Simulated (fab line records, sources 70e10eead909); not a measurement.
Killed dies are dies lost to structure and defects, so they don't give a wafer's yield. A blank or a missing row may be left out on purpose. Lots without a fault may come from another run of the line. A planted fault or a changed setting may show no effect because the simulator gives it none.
Chamber matching | flow nand_harc | NHARC_A_CONTACT_DEP_85 on pecvd-02: 3 sister chambers
The step deposits SiON, target thk 60 nm. 3 wafers are shown with their chamber, then 9 later ones without.

WAFERS WITH THEIR CHAMBER
wafer  | chamber | showerhead_vpp_V (V)
L084.1 | 0       | 1075
L084.2 | 2       | 1166
L084.6 | 1       | 1082

WAFERS WITHOUT THEIR CHAMBER
wafer  | showerhead_vpp_V (V)
L087.1 | 1152
L087.5 | 1078
L087.6 | 1101
L090.1 | 1162
L090.4 | 1086
L090.5 | 1085
L091.1 | 1081
L091.3 | 1169
L091.4 | 1097

WHICH CHAMBER EACH WENT THROUGH
wafer  | from the rows above     | in truth
L087.1 | 2                       | 2
L087.5 | can't be placed: 0 or 1 | 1
L087.6 | can't be placed: 1 or 0 | 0
L090.1 | 2                       | 2
L090.4 | can't be placed: 1 or 0 | 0
L090.5 | can't be placed: 1 or 0 | 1
L091.1 | can't be placed: 1 or 0 | 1
L091.3 | 2                       | 2
L091.4 | can't be placed: 1 or 0 | 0
Placed correctly: 3 of 9. Can't be placed from these rows: 6 (the true chamber is among the candidates in 6). Placed wrongly: 0.
How it was worked out, from the rows above alone: a wafer's distance from a chamber is the root of the sum, over the readings, of the square of ((its reading less the chamber's mean) divided by the reading's scatter). The wafer belongs to the nearest chamber; if the next one is less than 2 further off, it can't be placed. A chamber's mean is the mean of its shown wafers. The scatter: with one shown wafer a chamber, the root of the mean of the squares of how far each hidden wafer lies from its nearest shown one.
